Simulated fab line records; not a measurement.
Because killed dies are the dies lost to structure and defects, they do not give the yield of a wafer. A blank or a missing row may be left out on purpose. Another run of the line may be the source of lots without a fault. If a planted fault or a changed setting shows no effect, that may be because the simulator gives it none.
fab line records || flow n5-finfet
[record] {"lots": 4, "wafers": 11, "last-day": 17}
route steps=1938 shown BEOL_M11@1590 BEOL_M12@1602 PASSIVATION@1936
lots untouched by any fault: they come from a run of this same line in which no faults occurred
start-h: start of the lot's first displayed wafer, in hours after the record's first day || wait-h: hours since the lot's step before || " identical to the entry in the row above || L1.1+2: a row that stands for several wafers || - no value, or no start was given || * or withheld: withheld || < > ~ a bound
route shown NAME@n: a module of which the file shows steps, and the number in the route of the first || usual: mean/standard deviation taken from wafers without a fault || same: alike in all rows || chamber/n: place in a boat || sites: each site's reading || _std_site: how widely they spread, as a standard deviation || _edge_site: the outer-site mean with the inner-site mean subtracted || radius-mm: how far each site lies from the wafer's centre || mask NAME#n: copy n || behind: tool/chamber where the wafer was last shaped || hold: why the lot went on hold/how many hours it stayed there/how the hold came to an end || device: transistor that didn't switch, given as n, p or np || end of line: tests of these same wafers at the route's end || a step with no rows: only its recipe || killed: dies that structure and defects cost at the first sort, which is not the same as the wafer's yield || map: the dies of a wafer, with x for killed, . for not killed, _ for no die there
set.NAME: the setting as run; set.NAME@STEP: as run at that earlier step || model.NAME: the simulator's own value behind a step, which no gauge read
a table for each step, a row for each wafer; lots at some steps of the route
services: a tool's chamber out of use, with start hour (start-h, from the record's first day; less than 0 if before it), hours out, and reason
[[steps]]
[step N5_BEOL_M11_ALD_74]
[recipe] {"material": "TaN", "target-thk-a": 20, "temp-c": 275, "ald-precursor-family": "PDMAT", "ald-co-reactant": "NH3", "pressure-torr": 3, "carrier-flow-sccm": 1500, "pulse-time-s": 2, "purge-time-s": 3, "co-reactant-purge-time-s": 2, "co-reactant-pulse-time-s": 3, "ald-cycles": 40, "precursor-vessel-temp-c": 75, "precursor-vessel-pressure-torr": 26.25, "precursor-vessel-carrier-sccm": 1000}
[step N5_BEOL_M11_SURFACE_TREAT_76]
[recipe] {"gas": "Ar", "time-s": "*", "ion-energy-ev": "*", "ion-current-ma-cm2": 0.5, "pressure-mtorr": "*", "ar-flow-sccm": 30}
[step N5_BEOL_M11_CVD_75]
[recipe] {"material": "Co", "target-thk-a": 20, "temp-c": "withheld", "precursor": "CCTBA/H2", "pressure-torr": 30, "time-s": 138.9}
[step N5_BEOL_M11_SPUTTER_48]
[recipe] {"material": "Cu", "target-thk-a": 120, "temp-c": -20, "bias-v": 60, "power-w": 26000, "chamber-pressure-pa": 0.13, "time-s": 2}
[step N5_BEOL_M11_ECD_50]
[recipe] {"material": "Cu", "target-thk-a": 3180}
[step N5_BEOL_M11_ANNEAL_51]
[recipe] {"temp-c": 225, "time-s": 90, "ambient": "N2"}
[step N5_BEOL_M11_CMP_52]
[recipe] {"stop-on": "SiCOH_lowk", "t-overpolish-s": 7, "down-force-psi": 1, "platen-rpm": 50, "clearing-platen-down-force-psi": 1.5, "clearing-platen-rpm": 50, "post-cmp-clean": "cu-alkaline", "target-thk-nm": 140, "clearing-platen-pad-velocity-m-s": 0.99484, "pad-velocity-m-s": 0.99484}
[step N5_BEOL_M11_PRE_CLEAN_55]
[recipe] {"gas": "NH3", "time-s": 15, "temp-c": "withheld", "rf-power-w": 300}
[step N5_BEOL_M11_DEP_56]
[recipe] {"material": "SiCN", "target-thk-a": 300, "temp-c": "withheld", "precursor": "3MS/NH3", "pressure-torr": 3, "rf-w": 675, "time-s": 10.5}
[step N5_BEOL_M12_ILD_DEP_00]
[recipe] {"material": "SiOC", "target-thk-a": 6589.2, "temp-c": 350, "precursor": "DEMS/O2", "pressure-torr": 5, "rf-w": 500, "time-s": 130.7}
[usual] {"chamber-pressure-Torr": "5.000/0.011", "heater-power-w": "495/61", "run-length-s": "175.2/0.5", "showerhead-plenum-p-Torr": "5.690/0.017", "throttle-valve-pct": "11.9/0.66"}
{"lot.wafer": "L447.1", "tool": "pecvd-02", "chamber": 0, "start-h": 302.54, "wait-h": 0.0, "chamber-pressure-Torr": 5.014, "heater-power-w": 512, "run-length-s": 174.8, "showerhead-plenum-p-Torr": 5.702, "throttle-valve-pct": 11.5, "model.SiOC_of_BEOL_M12_ILD_DEP_00.thk-nm": 653.2}
{"lot.wafer": "L447.4", "tool": "pecvd-02", "chamber": 1, "start-h": 302.54, "wait-h": 0.0, "chamber-pressure-Torr": 4.990, "heater-power-w": 606, "run-length-s": 175.6, "showerhead-plenum-p-Torr": 5.674, "throttle-valve-pct": 13.1, "model.SiOC_of_BEOL_M12_ILD_DEP_00.thk-nm": 658.2}
{"lot.wafer": "L447.5", "tool": "pecvd-02", "chamber": 0, "start-h": 302.54, "wait-h": 0.0, "chamber-pressure-Torr": 5.018, "heater-power-w": 426, "run-length-s": 174.5, "showerhead-plenum-p-Torr": 5.696, "throttle-valve-pct": 11.7, "model.SiOC_of_BEOL_M12_ILD_DEP_00.thk-nm": 661.4}
{"lot.wafer": "L450.1", "tool": "pecvd-02", "chamber": 0, "start-h": 305.82, "wait-h": 0.0, "chamber-pressure-Torr": 4.978, "heater-power-w": 491, "run-length-s": 175.3, "showerhead-plenum-p-Torr": 5.706, "throttle-valve-pct": 11.5, "model.SiOC_of_BEOL_M12_ILD_DEP_00.thk-nm": 650.4}
{"lot.wafer": "L450.5", "tool": "pecvd-02", "chamber": 2, "start-h": 305.82, "wait-h": 0.0, "chamber-pressure-Torr": 4.995, "heater-power-w": 395, "run-length-s": 181.6, "showerhead-plenum-p-Torr": 5.680, "throttle-valve-pct": 11.9, "model.SiOC_of_BEOL_M12_ILD_DEP_00.thk-nm": 692.8}
{"lot.wafer": "L450.6", "tool": "pecvd-02", "chamber": 0, "start-h": 305.82, "wait-h": 0.0, "chamber-pressure-Torr": 5.001, "heater-power-w": 404, "run-length-s": 175.3, "showerhead-plenum-p-Torr": 5.688, "throttle-valve-pct": 11.8, "model.SiOC_of_BEOL_M12_ILD_DEP_00.thk-nm": 671}
{"lot.wafer": "L452.2", "tool": "pecvd-02", "chamber": 2, "start-h": 331.81, "wait-h": 0.0, "chamber-pressure-Torr": 5.001, "heater-power-w": 436, "run-length-s": 181.2, "showerhead-plenum-p-Torr": 5.669, "throttle-valve-pct": 11.8, "model.SiOC_of_BEOL_M12_ILD_DEP_00.thk-nm": 688}
{"lot.wafer": "L452.5", "tool": "pecvd-02", "chamber": 1, "start-h": 331.81, "wait-h": 0.0, "chamber-pressure-Torr": 4.991, "heater-power-w": 604, "run-length-s": 182.4, "showerhead-plenum-p-Torr": 5.652, "throttle-valve-pct": 13.1, "model.SiOC_of_BEOL_M12_ILD_DEP_00.thk-nm": 686.8}
{"lot.wafer": "L458.1", "tool": "pecvd-04", "chamber": 1, "start-h": 357.85, "wait-h": 0.0, "chamber-pressure-Torr": 5.006, "heater-power-w": 526, "run-length-s": 174.6, "showerhead-plenum-p-Torr": 5.716, "throttle-valve-pct": 12.0, "model.SiOC_of_BEOL_M12_ILD_DEP_00.thk-nm": 651.8}
{"lot.wafer": "L458.4", "tool": "pecvd-04", "chamber": 2, "start-h": 357.85, "wait-h": 0.0, "chamber-pressure-Torr": 5.015, "heater-power-w": 512, "run-length-s": 175.3, "showerhead-plenum-p-Torr": 5.683, "throttle-valve-pct": 11.1, "model.SiOC_of_BEOL_M12_ILD_DEP_00.thk-nm": 668.8}
{"lot.wafer": "L458.6", "tool": "pecvd-04", "chamber": 0, "start-h": 357.85, "wait-h": 0.0, "chamber-pressure-Torr": 5.002, "heater-power-w": 465, "run-length-s": 176.1, "showerhead-plenum-p-Torr": 5.664, "throttle-valve-pct": 12.1, "model.SiOC_of_BEOL_M12_ILD_DEP_00.thk-nm": 657.8}
[step N5_BEOL_M12_THK_MEAS_01]
[recipe] {"reads": "SiOC_of_BEOL_M12_ILD_DEP_00"}
[usual] {"M12_ILD_THK": "659/8.6"}
{"lot.wafer": "L447.1", "tool": "film-metro-01", "chamber": "-", "start-h": 302.72, "wait-h": 0.1, "M12_ILD_THK[nm]": 654}
{"lot.wafer": "L447.4", "tool": "film-metro-01", "chamber": "-", "start-h": 302.72, "wait-h": 0.1, "M12_ILD_THK[nm]": 658}
{"lot.wafer": "L447.5", "tool": "film-metro-01", "chamber": "-", "start-h": 302.72, "wait-h": 0.1, "M12_ILD_THK[nm]": 662}
{"lot.wafer": "L450.1", "tool": "film-metro-01", "chamber": "-", "start-h": 306.00, "wait-h": 0.1, "M12_ILD_THK[nm]": 651}
{"lot.wafer": "L450.5", "tool": "film-metro-01", "chamber": "-", "start-h": 306.00, "wait-h": 0.1, "M12_ILD_THK[nm]": 693}
{"lot.wafer": "L450.6", "tool": "film-metro-01", "chamber": "-", "start-h": 306.00, "wait-h": 0.1, "M12_ILD_THK[nm]": 672}
{"lot.wafer": "L452.2", "tool": "film-metro-02", "chamber": "-", "start-h": 331.95, "wait-h": 0.1, "M12_ILD_THK[nm]": 688}
{"lot.wafer": "L452.5", "tool": "film-metro-02", "chamber": "-", "start-h": 331.95, "wait-h": 0.1, "M12_ILD_THK[nm]": 687}
{"lot.wafer": "L458.1", "tool": "film-metro-01", "chamber": "-", "start-h": 357.98, "wait-h": 0.1, "M12_ILD_THK[nm]": 652}
{"lot.wafer": "L458.4", "tool": "film-metro-01", "chamber": "-", "start-h": 357.98, "wait-h": 0.1, "M12_ILD_THK[nm]": 669}
{"lot.wafer": "L458.6", "tool": "film-metro-01", "chamber": "-", "start-h": 357.98, "wait-h": 0.1, "M12_ILD_THK[nm]": 658}
[step N5_BEOL_M12_COAT_58]
[recipe] {"resist": "BARC", "temp-c": 205, "time-s": 60, "spin-rpm": 1500, "resist-thk-nm": 89}
[step N5_BEOL_M12_COAT_04]
[recipe] {"spin-rpm": 1625, "resist-thk-nm": 400}
[step N5_BEOL_M12_EBR_06]
[recipe] {"solvent": "PGMEA", "ebr-width-mm": 1.5}
[step N5_BEOL_M12_SOFTBAKE_05]
[recipe] {"temp-c": 130, "time-s": 60}
[step N5_BEOL_M12_EXPOSE_07]
[recipe] {"mask-id": "V11", "na": 0.93, "source-shape": "conventional", "sigma-outer": 0.6, "polarization": "unpolarized", "attpsm-phase-deg": 180, "dose-mj": 32.5}
[step N5_BEOL_M12_PEB_08]
[recipe] {"peb-temp-c": 130, "peb-time-s": 90}
[step N5_BEOL_M12_DEVELOP_09]
[recipe] {"develop-time-s": 45, "rinse-liquid": "diw", "dry": "air-spin", "dev-temp-c": 21}
[step N5_BEOL_M12_HARDBAKE_14]
[recipe] {"temp-c": 130, "time-s": 120}
[step N5_BEOL_M12_DESCUM_15]
[recipe] {"chemistry": "O2", "time-s": 7.9, "source-power-w": 50, "bias-power-w": 20, "pressure-mtorr": 20, "rf-frequency-hz": 2.712e+07, "temp-c": 40, "o2-flow-sccm": 225}
[step N5_BEOL_M12_ETCH_59]
[recipe] {"chemistry": "N2/H2", "target": "BARC", "target-depth-a": 890, "overetch-a": 267, "time-s": 67.9, "ion-energy-ev": 200, "pressure-mtorr": 30, "source-w": 840, "bias-w": 150, "n2-flow-sccm": 200, "h2-flow-sccm": 200}
[step N5_BEOL_M12_VIA_ETCH_16]
[recipe] {"chemistry": "C4F8/O2/Ar", "target": "SiOC", "pressure-mtorr": 30, "source-w": 3000, "bias-w": 700, "Ar_flow_sccm": 400, "C4F8_flow_sccm": 15, "O2_flow_sccm": 8, "he-inner-torr": 15, "he-outer-torr": 30, "target-depth-a": 7248, "time-s": "withheld", "ion-energy-ev": 250, "ends": "cleared"}
[usual] {"drypump-motor-current-A": "5.7/0.64", "mfc-ar-sccm": "400.2/1.3", "oes-product-au": "0.74/0.056", "rf-vpp-V": "665/3.5", "showerhead-plenum-p-Torr": "3.40/0.13", "throttle-valve-pct": "24.20/0.25"}
{"lot.wafer": "L447.1", "tool": "rie-diel-03", "chamber": 2, "start-h": 303.36, "wait-h": 0.0, "drypump-motor-current-A": 4.8, "mfc-ar-sccm": 399.8, "oes-product-au": 0.75, "rf-vpp-V": 662, "showerhead-plenum-p-Torr": 3.30, "throttle-valve-pct": 23.69, "model.etch.depth-nm": 653.1, "model.coat_of_BEOL_M12_COAT_04.thk-nm": 126}
{"lot.wafer": "L447.4", "tool": "rie-diel-03", "chamber": 3, "start-h": 303.36, "wait-h": 0.0, "drypump-motor-current-A": 6.5, "mfc-ar-sccm": 401.4, "oes-product-au": 0.75, "rf-vpp-V": 672, "showerhead-plenum-p-Torr": 3.62, "throttle-valve-pct": 24.12, "model.etch.depth-nm": 658.2, "model.coat_of_BEOL_M12_COAT_04.thk-nm": 123}
{"lot.wafer": "L447.5", "tool": "rie-diel-03", "chamber": 3, "start-h": 303.36, "wait-h": 0.0, "drypump-motor-current-A": 6.5, "mfc-ar-sccm": 402.0, "oes-product-au": 0.76, "rf-vpp-V": 670, "showerhead-plenum-p-Torr": 3.62, "throttle-valve-pct": 24.11, "model.etch.depth-nm": 661.4, "model.coat_of_BEOL_M12_COAT_04.thk-nm": 122}
{"lot.wafer": "L450.1", "tool": "rie-diel-06", "chamber": 0, "start-h": 306.97, "wait-h": 0.0, "drypump-motor-current-A": 5.2, "mfc-ar-sccm": 399.2, "oes-product-au": 0.71, "rf-vpp-V": 662, "showerhead-plenum-p-Torr": 3.33, "throttle-valve-pct": 24.37, "model.etch.depth-nm": 650.5, "model.coat_of_BEOL_M12_COAT_04.thk-nm": 129.2}
{"lot.wafer": "L450.5", "tool": "rie-diel-06", "chamber": 0, "start-h": 306.97, "wait-h": 0.0, "drypump-motor-current-A": 5.2, "mfc-ar-sccm": 400.3, "oes-product-au": 0.71, "rf-vpp-V": 663, "showerhead-plenum-p-Torr": 3.33, "throttle-valve-pct": 24.38, "model.etch.depth-nm": 692.7, "model.coat_of_BEOL_M12_COAT_04.thk-nm": 116.4}
{"lot.wafer": "L450.6", "tool": "rie-diel-06", "chamber": 1, "start-h": 306.97, "wait-h": 0.0, "drypump-motor-current-A": 4.9, "mfc-ar-sccm": 400.6, "oes-product-au": 0.70, "rf-vpp-V": 661, "showerhead-plenum-p-Torr": 3.29, "throttle-valve-pct": 24.25, "model.etch.depth-nm": 670.9, "model.coat_of_BEOL_M12_COAT_04.thk-nm": 122.6}
{"lot.wafer": "L452.2", "tool": "rie-diel-03", "chamber": 3, "start-h": 332.42, "wait-h": 0.0, "drypump-motor-current-A": 6.6, "mfc-ar-sccm": 398.3, "oes-product-au": 0.75, "rf-vpp-V": 671, "showerhead-plenum-p-Torr": 3.61, "throttle-valve-pct": 24.14, "model.etch.depth-nm": 688, "model.coat_of_BEOL_M12_COAT_04.thk-nm": 112.6}
{"lot.wafer": "L452.5", "tool": "rie-diel-03", "chamber": 0, "start-h": 332.42, "wait-h": 0.0, "drypump-motor-current-A": 5.0, "mfc-ar-sccm": 399.6, "oes-product-au": 0.73, "rf-vpp-V": 667, "showerhead-plenum-p-Torr": 3.46, "throttle-valve-pct": 24.50, "model.etch.depth-nm": 686.8, "model.coat_of_BEOL_M12_COAT_04.thk-nm": 116}
{"lot.wafer": "L458.1", "tool": "rie-diel-03", "chamber": 1, "start-h": 358.66, "wait-h": 0.0, "drypump-motor-current-A": 6.6, "mfc-ar-sccm": 400.6, "oes-product-au": 0.81, "rf-vpp-V": 671, "showerhead-plenum-p-Torr": 3.63, "throttle-valve-pct": 24.27, "model.etch.depth-nm": 651.7, "model.coat_of_BEOL_M12_COAT_04.thk-nm": 127}
{"lot.wafer": "L458.4", "tool": "rie-diel-03", "chamber": 2, "start-h": 358.66, "wait-h": 0.0, "drypump-motor-current-A": 4.8, "mfc-ar-sccm": 399.4, "oes-product-au": 0.72, "rf-vpp-V": 663, "showerhead-plenum-p-Torr": 3.29, "throttle-valve-pct": 23.71, "model.etch.depth-nm": 668.9, "model.coat_of_BEOL_M12_COAT_04.thk-nm": 121}
{"lot.wafer": "L458.6", "tool": "rie-diel-03", "chamber": 2, "start-h": 358.66, "wait-h": 0.0, "drypump-motor-current-A": 4.8, "mfc-ar-sccm": 397.6, "oes-product-au": 0.73, "rf-vpp-V": 664, "showerhead-plenum-p-Torr": 3.29, "throttle-valve-pct": 23.71, "model.etch.depth-nm": 657.9, "model.coat_of_BEOL_M12_COAT_04.thk-nm": 122.6}
[step N5_BEOL_M12_STRIP_63]
[recipe] {"chemistry": "N2/H2", "power-w": 1000, "temp-c": 250, "h2-frac": 0.65, "overash-fraction": 0.3, "pressure-mtorr": 1000, "n2-flow-sccm": 1750, "h2-flow-sccm": 3250}
[step N5_BEOL_M12_STRIP_64]
[recipe] {"chemistry": "N2/H2", "power-w": 1000, "temp-c": 250, "h2-frac": 0.65, "overash-fraction": 0.3, "pressure-mtorr": "withheld", "n2-flow-sccm": 1750, "h2-flow-sccm": 3250}
[step N5_BEOL_M12_STRIP_71]
[recipe] {"chemistry": "post-etch-residue-remover", "time-s": 60, "temp-c": 25, "remover-ph": "withheld", "remover-water-wt-pct": "withheld", "remover-fluoride-wt-pct": "withheld"}
[step N5_BEOL_M12_SRD_72]
[recipe] {"time-s": 30, "temp-c": 23, "rinse-liquid": "diw", "dry": "n2-spin", "spin-rpm": 1500, "dry-time-s": 30}
[step N5_BEOL_M12_COAT_65]
[recipe] {"resist": "SOC", "temp-c": 250, "time-s": 60, "spin-rpm": 1500, "resist-thk-nm": 300}
[step N5_BEOL_M12_COAT_66]
[recipe] {"resist": "SiARC", "temp-c": 220, "time-s": 60, "spin-rpm": 1500, "resist-thk-nm": 110}
[step N5_BEOL_M12_COAT_22]
[recipe] {"spin-rpm": 2888, "resist-thk-nm": 300}
[step N5_BEOL_M12_EBR_24]
[recipe] {"solvent": "PGMEA", "ebr-width-mm": 1.5}
[step N5_BEOL_M12_SOFTBAKE_23]
[recipe] {"temp-c": 130, "time-s": 60}
[step N5_BEOL_M12_EXPOSE_25]
[recipe] {"mask-id": "M12", "na": 0.93, "source-shape": "conventional", "sigma-outer": 0.4, "polarization": "unpolarized", "dose-mj": 21.8}
[step N5_BEOL_M12_PEB_26]
[recipe] {"peb-temp-c": 130, "peb-time-s": 90}
[step N5_BEOL_M12_DEVELOP_27]
[recipe] {"develop-time-s": 45, "rinse-liquid": "diw", "dry": "air-spin", "dev-temp-c": 21}
[step N5_BEOL_M12_HARDBAKE_32]
[recipe] {"temp-c": 130, "time-s": 120}
[step N5_BEOL_M12_CMP_49]
[recipe] {"stop-on": "SiOC", "t-overpolish-s": 20.6, "down-force-psi": 1, "platen-rpm": 50, "clearing-platen-down-force-psi": 1.5, "clearing-platen-rpm": 50, "post-cmp-clean": "cu-alkaline", "target-thk-nm": 320, "clearing-platen-pad-velocity-m-s": 0.99484, "pad-velocity-m-s": 0.99484}
[usual] {"barrier-field-endpoint-s": "30.1/0.78", "motor-current-A": "5.9/0.76", "overpolish-run-s": "20.599/0.0097", "slurry-filter-dp-kPa": "13.51/0.14"}
{"lot.wafer": "L447.1", "tool": "cmp-01", "chamber": 2, "start-h": 309.46, "wait-h": 0.3, "barrier-field-endpoint-s": 30.9, "motor-current-A": 5.2, "overpolish-run-s": 20.590, "slurry-filter-dp-kPa": 13.72, "model.SiOC_of_BEOL_M12_ILD_DEP_00.thk-nm": 592.4}
{"lot.wafer": "L447.4", "tool": "cmp-01", "chamber": 0, "start-h": 309.46, "wait-h": 0.3, "barrier-field-endpoint-s": 29.9, "motor-current-A": 5.1, "overpolish-run-s": 20.587, "slurry-filter-dp-kPa": 13.59, "model.SiOC_of_BEOL_M12_ILD_DEP_00.thk-nm": 597.4}
{"lot.wafer": "L447.5", "tool": "cmp-01", "chamber": 3, "start-h": 309.46, "wait-h": 0.3, "barrier-field-endpoint-s": 30.3, "motor-current-A": 7.0, "overpolish-run-s": 20.605, "slurry-filter-dp-kPa": 13.34, "model.SiOC_of_BEOL_M12_ILD_DEP_00.thk-nm": 602.6}
{"lot.wafer": "L450.1", "tool": "cmp-04", "chamber": 3, "start-h": 310.99, "wait-h": 0.3, "barrier-field-endpoint-s": 30.3, "motor-current-A": 4.6, "overpolish-run-s": 20.596, "slurry-filter-dp-kPa": 13.35, "model.SiOC_of_BEOL_M12_ILD_DEP_00.thk-nm": 592.2}
{"lot.wafer": "L450.5", "tool": "cmp-04", "chamber": 2, "start-h": 310.99, "wait-h": 0.3, "barrier-field-endpoint-s": 30.5, "motor-current-A": 6.6, "overpolish-run-s": 20.610, "slurry-filter-dp-kPa": 13.33, "model.SiOC_of_BEOL_M12_ILD_DEP_00.thk-nm": 632.6}
{"lot.wafer": "L450.6", "tool": "cmp-04", "chamber": 3, "start-h": 310.99, "wait-h": 0.3, "barrier-field-endpoint-s": 30.4, "motor-current-A": 4.6, "overpolish-run-s": 20.582, "slurry-filter-dp-kPa": 13.59, "model.SiOC_of_BEOL_M12_ILD_DEP_00.thk-nm": 610.2}
{"lot.wafer": "L452.2", "tool": "cmp-02", "chamber": 2, "start-h": 339.28, "wait-h": 0.2, "barrier-field-endpoint-s": 29.9, "motor-current-A": 6.2, "overpolish-run-s": 20.593, "slurry-filter-dp-kPa": 13.70, "model.SiOC_of_BEOL_M12_ILD_DEP_00.thk-nm": 627.6}
{"lot.wafer": "L452.5", "tool": "cmp-02", "chamber": 1, "start-h": 339.28, "wait-h": 0.2, "barrier-field-endpoint-s": 30.4, "motor-current-A": 6.2, "overpolish-run-s": 20.607, "slurry-filter-dp-kPa": 13.49, "model.SiOC_of_BEOL_M12_ILD_DEP_00.thk-nm": 626.4}
{"lot.wafer": "L458.4", "tool": "cmp-01", "chamber": 1, "start-h": 371.55, "wait-h": 0.1, "barrier-field-endpoint-s": 31.6, "motor-current-A": 6.6, "overpolish-run-s": 20.601, "slurry-filter-dp-kPa": 13.64, "model.SiOC_of_BEOL_M12_ILD_DEP_00.thk-nm": 610.4}
{"lot.wafer": "L458.1", "tool": "cmp-01", "chamber": 0, "start-h": 371.55, "wait-h": 0.1, "barrier-field-endpoint-s": 30.8, "motor-current-A": 4.8, "overpolish-run-s": 20.604, "slurry-filter-dp-kPa": 13.80, "model.SiOC_of_BEOL_M12_ILD_DEP_00.thk-nm": 590.6}
{"lot.wafer": "L458.6", "tool": "cmp-01", "chamber": 2, "start-h": 371.55, "wait-h": 0.1, "barrier-field-endpoint-s": 31.1, "motor-current-A": 5.4, "overpolish-run-s": 20.610, "slurry-filter-dp-kPa": 13.68, "model.SiOC_of_BEOL_M12_ILD_DEP_00.thk-nm": 599.6}
[step N5_PASSIVATION_PROBE_49]
[usual] {"defect-limited-yield": "91.0/1.3", "killed_at_M0_to_M3": "36/9.5", "killed_at_M4_up": "14/5.6", "killed-at-contacts": "12/6.4", "killed-at-front-end": "40/10", "killed-at-other": "3.2/3", "killed-dies": "107/15", "killed-open": "69/12", "killed-short": "35/7.7", "sort_bin_5_function": "5.3/0.91", "sort_bin_6_memory": "3.3/0.65", "sort-n-pass": "1073/15", "sort-yield-pct": "91.0/1.3"}
[same] {"gross-dies": 1180, "killed-at-back-side": 0, "sort_bin_4_leakage[%]": 0, "sort_bin_8_speed[%]": 0}
{"lot.wafer": "L450.6", "tool": "prober-02", "chamber": "-", "start-h": 354.86, "wait-h": 0.3, "defect-limited-yield[%]": 88.6, "killed_at_M0_to_M3": 49, "killed_at_M4_up": 15, "killed-at-contacts": 29, "killed-at-front-end": 40, "killed-at-other": 1, "killed-dies": 134, "killed-open": 76, "killed-short": 39, "sort_bin_5_function[%]": 5.7, "sort_bin_6_memory[%]": 4.2, "sort-n-pass": 1046, "sort-yield-pct[%]": 88.6}
{"lot.wafer": "L452.2", "tool": "prober-02", "chamber": "-", "start-h": 385.79, "wait-h": 0.1, "defect-limited-yield[%]": 90.3, "killed_at_M0_to_M3": 37, "killed_at_M4_up": 21, "killed-at-contacts": 6, "killed-at-front-end": 37, "killed-at-other": 13, "killed-dies": 114, "killed-open": 73, "killed-short": 41, "sort_bin_5_function[%]": 5.8, "sort_bin_6_memory[%]": 3.3, "sort-n-pass": 1066, "sort-yield-pct[%]": 90.3}
// killed by level:class
L450.6 MOL_CONTACT_COAG:geometric-particle:open=23 BEOL_M0_SAQP:geometric-particle:short=12 HKMG_FIN:area-etch=12 BEOL_M0_SAQP:geometric-particle:open=11 BEOL_M2:geometric-particle:open=11 STI_FIN_REVEAL:geometric-particle:open=8 MOL_CONTACT_COAG:geometric-particle:short=6 BEOL_M3:geometric-particle:open=5
L452.2 BEOL_M4:geometric-particle:open=9 DUMMY_GATE:geometric-particle:open=8 STI_FIN_REVEAL:geometric-particle:open=7 BEOL_M0_SAQP:geometric-particle:open=7 BEOL_M0_SAQP:geometric-particle:short=7 BEOL_M3:geometric-particle:open=7 MIM_TOP_ETCH:geometric-particle:open=6 FIN_SAQP:geometric-particle:open=5
[[services]]
{"tool": "cmp-02", "chamber": "-", "start-h": 280.02, "hours": 0.6, "kind": "repair"}
{"tool": "pecvd-02", "chamber": 2, "start-h": 299.65, "hours": 5.5, "kind": "scheduled-down"}
{"tool": "pecvd-02", "chamber": 1, "start-h": 305.11, "hours": 2.1, "kind": "scheduled-down"}
{"tool": "pecvd-02", "chamber": "-", "start-h": 307.51, "hours": 5.5, "kind": "pm"}
{"tool": "cmp-01", "chamber": "-", "start-h": 319.03, "hours": 0.4, "kind": "repair"}
{"tool": "cmp-02", "chamber": "-", "start-h": 320.82, "hours": 2.2, "kind": "repair"}
{"tool": "cmp-02", "chamber": "-", "start-h": 330.30, "hours": 0.2, "kind": "repair"}
{"tool": "pecvd-02", "chamber": "-", "start-h": 337.70, "hours": 3.3, "kind": "repair"}
{"tool": "cmp-01", "chamber": "-", "start-h": 350.53, "hours": 1.4, "kind": "repair"}
{"tool": "pecvd-04", "chamber": 0, "start-h": 353.65, "hours": 2.1, "kind": "scheduled-down"}
{"tool": "rie-diel-06", "chamber": 0, "start-h": 356.03, "hours": 43.4, "kind": "repair"}
{"tool": "cmp-02", "chamber": "-", "start-h": 358.86, "hours": 1.4, "kind": "repair"}
{"tool": "cmp-02", "chamber": "-", "start-h": 363.82, "hours": 4.3, "kind": "repair"}
[[key]]
[first-sign] {"step": "N5_BEOL_M12_ILD_DEP_00", "reading": "run-length-s", "direction": "up", "sigmas": 13, "usual": "*", "struck": "*"}
[effect] {"step": "N5_BEOL_M12_THK_MEAS_01", "reading": "M12_ILD_THK", "direction": "up", "sigmas": 3.5, "usual": 659, "struck": 689}
[model-effect] {"step": "N5_BEOL_M12_ILD_DEP_00", "value": "SiOC_of_BEOL_M12_ILD_DEP_00.thk-nm", "without": 658.3, "struck": 689.2}
[model-effect] {"step": "N5_BEOL_M12_VIA_ETCH_16", "value": "etch.depth-nm", "without": 658.3, "struck": 689.2}
[model-effect] {"step": "N5_BEOL_M12_CMP_49", "value": "SiOC_of_BEOL_M12_ILD_DEP_00.thk-nm", "without": 597.9, "struck": 628.9}
met-at N5_BEOL_M12_ILD_DEP_00
struck-wafers L450.5,L452.2,L452.5
[baseline-loss] {"step": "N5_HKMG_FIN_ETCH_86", "wafers": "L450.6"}
onset-between 302.54 305.82
[fault] {"kind": "process-parameter-drift", "tool": "pecvd-02", "chamber": "-", "onset-h": 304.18, "steps": "N5_BEOL_M12_ILD_DEP_00", "channel": "time-s", "offset": "*", "shape": "step", "end-h": 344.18, "scope": "struck-wafers-only", "acts-in": "*", "stated": "*"}
// baseline-loss: these wafers lose ten dies or more at that step, a loss of the line's own and not of a fault; the sort's usual values leave them out
